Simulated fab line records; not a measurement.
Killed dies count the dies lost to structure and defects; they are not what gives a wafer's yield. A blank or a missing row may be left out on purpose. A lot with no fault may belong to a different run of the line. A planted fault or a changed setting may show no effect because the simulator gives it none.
Check of tool commonality / flow nandHarc / Sample size 10 lots and 30 wafers

## REASON IT WAS OPENED
On 2 of the 10 lots, a flag is raised at NHARC_A_CHANNEL_HOLE_D1_CD_MEAS_30 on the reading cdNm. Wafers without a fault read 89.7 nm, standard deviation 2.1.
Rule: a lot gets a flag if all its wafers with a number sit over 4 standard deviations from that mean, or if no wafer of it has a number. All remaining lots are regarded as sound.

lot=L328; measured=day 8 12:12; on=cdSem-01; cdNm (nm), wafer by wafer=91.1 89.8 93.5; flag=
lot=L330; measured=day 9 03:13; on=cdSem-01; cdNm (nm), wafer by wafer=88.4 89.6 91.0; flag=
lot=L331; measured=day 9 08:56; on=cdSem-01; cdNm (nm), wafer by wafer=88.1 90.7 92.5; flag=
lot=L341; measured=day 11 17:06; on=cdSem-03; cdNm (nm), wafer by wafer=87.6 92.5 87.7; flag=
lot=L339; measured=day 11 21:13; on=cdSem-02; cdNm (nm), wafer by wafer=0.8 1.0 1.6; flag=FLAGGED
lot=L342; measured=day 11 21:31; on=cdSem-02; cdNm (nm), wafer by wafer=-1.1 1.6 1.4; flag=FLAGGED
lot=L344; measured=day 12 10:42; on=cdSem-03; cdNm (nm), wafer by wafer=86.9 86.3 86.9; flag=
lot=L347; measured=day 13 03:20; on=cdSem-02; cdNm (nm), wafer by wafer=92.2 88.0 91.2; flag=
lot=L350; measured=day 14 09:37; on=cdSem-03; cdNm (nm), wafer by wafer=90.4 88.2 88.5; flag=
lot=L351; measured=day 14 13:49; on=cdSem-01; cdNm (nm), wafer by wafer=92.6 87.7 88.4; flag=
On average the flagged lots' numbers are 0.9 nm, which is -88.8 nm against the usual, or -42 standard deviations.

## EACH LOT AND THE TOOL IT RAN ON
The record holds 3 process steps before the reading, out of a route of 1159 steps. Each cell gives the tool, then ch followed by the chambers the sampled wafers passed through, then the start.
lot=L328; flag=; NHARC_A_CHANNEL_HOLE_D1_ETCH_20=harEtch-01 ch 0,1, day 8 06:52; NHARC_A_CHANNEL_HOLE_D1_ETCH_22=harEtch-01 ch 0,1, day 8 07:40; NHARC_A_CHANNEL_HOLE_D1_STRIP_27=rieDiel-02 ch 0,1, day 8 12:12 or earlier
lot=L330; flag=; NHARC_A_CHANNEL_HOLE_D1_ETCH_20=harEtch-01 ch 0,1, day 8 21:56; NHARC_A_CHANNEL_HOLE_D1_ETCH_22=harEtch-01 ch 0,1, day 8 22:50; NHARC_A_CHANNEL_HOLE_D1_STRIP_27=rieDiel-02 ch 1,2,3, day 9 03:13 or earlier
lot=L331; flag=; NHARC_A_CHANNEL_HOLE_D1_ETCH_20=harEtch-01 ch 0,1, day 9 03:34; NHARC_A_CHANNEL_HOLE_D1_ETCH_22=harEtch-01 ch 0,1, day 9 04:22; NHARC_A_CHANNEL_HOLE_D1_STRIP_27=rieDiel-02 ch 0,3, day 9 08:56 or earlier
lot=L341; flag=; NHARC_A_CHANNEL_HOLE_D1_ETCH_20=harEtch-02 ch 1, day 11 11:38; NHARC_A_CHANNEL_HOLE_D1_ETCH_22=harEtch-02 ch 1, day 11 12:24; NHARC_A_CHANNEL_HOLE_D1_STRIP_27=rieDiel-02 ch 1,2,3, day 11 17:06 or earlier
lot=L339; flag=FLAGGED; NHARC_A_CHANNEL_HOLE_D1_ETCH_20=harEtch-02 ch 0,1, day 11 15:49; NHARC_A_CHANNEL_HOLE_D1_ETCH_22=harEtch-02 ch 0,1, day 11 16:34; NHARC_A_CHANNEL_HOLE_D1_STRIP_27=rieDiel-08 ch 0,2,3, day 11 21:13 or earlier
lot=L342; flag=FLAGGED; NHARC_A_CHANNEL_HOLE_D1_ETCH_20=harEtch-01 ch 0,1, day 11 16:06; NHARC_A_CHANNEL_HOLE_D1_ETCH_22=harEtch-01 ch 0,1, day 11 16:52; NHARC_A_CHANNEL_HOLE_D1_STRIP_27=rieDiel-02 ch 0,2, day 11 21:31 or earlier
lot=L344; flag=; NHARC_A_CHANNEL_HOLE_D1_ETCH_20=harEtch-02 ch 0,1, day 12 05:19; NHARC_A_CHANNEL_HOLE_D1_ETCH_22=harEtch-02 ch 0,1, day 12 06:07; NHARC_A_CHANNEL_HOLE_D1_STRIP_27=rieDiel-08 ch 0,1, day 12 10:42 or earlier
lot=L347; flag=; NHARC_A_CHANNEL_HOLE_D1_ETCH_20=harEtch-01 ch 0,1, day 12 21:49; NHARC_A_CHANNEL_HOLE_D1_ETCH_22=harEtch-01 ch 0,1, day 12 22:37; NHARC_A_CHANNEL_HOLE_D1_STRIP_27=rieDiel-10 ch 0,3, day 13 03:20 or earlier
lot=L350; flag=; NHARC_A_CHANNEL_HOLE_D1_ETCH_20=harEtch-02 ch 0,1, day 14 04:13; NHARC_A_CHANNEL_HOLE_D1_ETCH_22=harEtch-02 ch 0,1, day 14 04:58; NHARC_A_CHANNEL_HOLE_D1_STRIP_27=rieDiel-08 ch 0,2,3, day 14 09:37 or earlier
lot=L351; flag=; NHARC_A_CHANNEL_HOLE_D1_ETCH_20=harEtch-02 ch 0,1, day 14 08:29; NHARC_A_CHANNEL_HOLE_D1_ETCH_22=harEtch-02 ch 0,1, day 14 09:20; NHARC_A_CHANNEL_HOLE_D1_STRIP_27=rieDiel-02 ch 0,1,2, day 14 13:49 or earlier
These steps, and what they do:
- NHARC_A_CHANNEL_HOLE_D1_ETCH_20: etches the open film in C4F8/O2/Ar, time 361.9 s, target depth 1600 nm.
- NHARC_A_CHANNEL_HOLE_D1_ETCH_22: etches the open film in C4F8/O2/Ar, time 666.7 s, target depth 1600 nm.
- NHARC_A_CHANNEL_HOLE_D1_STRIP_27: strips in O2.
- NHARC_A_CHANNEL_HOLE_D1_CD_MEAS_30

## FLAGGED AGAINST TOTAL, ONE TOOL AT A TIME (gauges that did the reading follow at the end)
step=NHARC_A_CHANNEL_HOLE_D1_ETCH_20; tool=harEtch-01; lots run=5; flagged=1; share of the flagged lots=some; sound lots run after its first flagged lot=1 (L347)
step=NHARC_A_CHANNEL_HOLE_D1_ETCH_20; tool=harEtch-02; lots run=5; flagged=1; share of the flagged lots=some; sound lots run after its first flagged lot=3 (L344,L350,L351)
step=NHARC_A_CHANNEL_HOLE_D1_ETCH_22; tool=harEtch-01; lots run=5; flagged=1; share of the flagged lots=some; sound lots run after its first flagged lot=1 (L347)
step=NHARC_A_CHANNEL_HOLE_D1_ETCH_22; tool=harEtch-02; lots run=5; flagged=1; share of the flagged lots=some; sound lots run after its first flagged lot=3 (L344,L350,L351)
step=NHARC_A_CHANNEL_HOLE_D1_STRIP_27; tool=rieDiel-02; lots run=6; flagged=1; share of the flagged lots=some; sound lots run after its first flagged lot=1 (L351)
step=NHARC_A_CHANNEL_HOLE_D1_STRIP_27; tool=rieDiel-08; lots run=3; flagged=1; share of the flagged lots=some; sound lots run after its first flagged lot=2 (L344,L350)
step=NHARC_A_CHANNEL_HOLE_D1_STRIP_27; tool=rieDiel-10; lots run=1; flagged=0; share of the flagged lots=none; sound lots run after its first flagged lot=-
step=NHARC_A_CHANNEL_HOLE_D1_CD_MEAS_30; tool=cdSem-01; lots run=4; flagged=0; share of the flagged lots=none; sound lots run after its first flagged lot=-
step=NHARC_A_CHANNEL_HOLE_D1_CD_MEAS_30; tool=cdSem-02; lots run=3; flagged=2; share of the flagged lots=all; sound lots run after its first flagged lot=1 (L347)
step=NHARC_A_CHANNEL_HOLE_D1_CD_MEAS_30; tool=cdSem-03; lots run=3; flagged=0; share of the flagged lots=none; sound lots run after its first flagged lot=-
With no start given for some of its lots, NHARC_A_CHANNEL_HOLE_D1_STRIP_27 uses the hours and lot order of NHARC_A_CHANNEL_HOLE_D1_CD_MEAS_30.

## WHAT THE TABLE ALLOWS
Rows of the table that ran each flagged lot: 1, that is cdSem-02 at NHARC_A_CHANNEL_HOLE_D1_CD_MEAS_30.
- cdSem-02 at NHARC_A_CHANNEL_HOLE_D1_CD_MEAS_30 ran 3 lots, 2 of them flagged. Lots that were sound ran on it after the first flagged one (L347); a persistent fault on the entire tool would not allow that.
No row of the table ran every flagged lot and no sound lot after the first.

## WHAT HAD BEEN PUT IN BY THE SIMULATOR
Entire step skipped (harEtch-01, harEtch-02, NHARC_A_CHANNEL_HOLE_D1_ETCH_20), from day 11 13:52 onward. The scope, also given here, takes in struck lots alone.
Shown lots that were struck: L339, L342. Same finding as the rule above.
